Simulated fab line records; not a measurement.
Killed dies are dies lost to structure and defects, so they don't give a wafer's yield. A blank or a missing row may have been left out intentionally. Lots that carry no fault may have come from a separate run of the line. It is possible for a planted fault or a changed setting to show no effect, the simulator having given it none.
Chamber matching + flow n5Finfet + N5_BEOL_M4_PECVD_72 on pecvd-04: 3 sister chambers
The step deposits SiO2 from TEOS/O2, target thk 16 nm, time 18 s. 6 wafers are shown with their chamber, then 7 later ones without.

== WAFERS WITH THEIR CHAMBER ==
| wafer  | chamber | throttleValvePct (%) | showerheadPlenumPTorr (Torr) |
|--------|---------|----------------------|------------------------------|
| L086.5 | 1       | 24.5                 | 8.76                         |
| L086.6 | 2       | 21.8                 | 8.75                         |
| L091.3 | 1       | 24.5                 | 8.78                         |
| L091.6 | 2       | 21.9                 | 8.74                         |
| L095.3 | 0       | 21.6                 | 8.82                         |
| L095.5 | 0       | 21.6                 | 8.83                         |

== WAFERS WITH NO CHAMBER GIVEN ==
| wafer  | throttleValvePct (%) | showerheadPlenumPTorr (Torr) |
|--------|----------------------|------------------------------|
| L095.6 | 21.9                 | 8.75                         |
| L094.1 | 24.4                 | 8.76                         |
| L094.4 | 24.3                 | 8.77                         |
| L094.5 | 21.4                 | 8.80                         |
| L097.4 | 24.2                 | 8.75                         |
| L097.5 | 21.8                 | 8.75                         |
| L097.6 | 21.7                 | 8.78                         |

== THE CHAMBER EACH PASSED THROUGH ==
| wafer  | from the rows above     | in truth |
|--------|-------------------------|----------|
| L095.6 | 2                       | 2        |
| L094.1 | 1                       | 1        |
| L094.4 | 1                       | 1        |
| L094.5 | 0                       | 0        |
| L097.4 | 1                       | 1        |
| L097.5 | 2                       | 2        |
| L097.6 | can't be placed: 2 or 0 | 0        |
6 of 7 placed correctly. Not placeable from these rows: 1 (in 1, the candidates include the true chamber). Placed wrongly: 0.
How it was worked out, from the rows above alone: a wafer's distance from a chamber is the root of the sum, over the readings, of the square of ((its reading less the chamber's mean) divided by the reading's scatter). If the next closest chamber is less than 2 further off than the closest, the wafer can't be placed; otherwise it belongs to the closest. The mean given for a chamber averages the wafers shown for that chamber. The scatter is the square root of a quotient: the sum, over the shown wafers, of each reading's squared deviation from its chamber's mean, divided by wafers minus chambers.
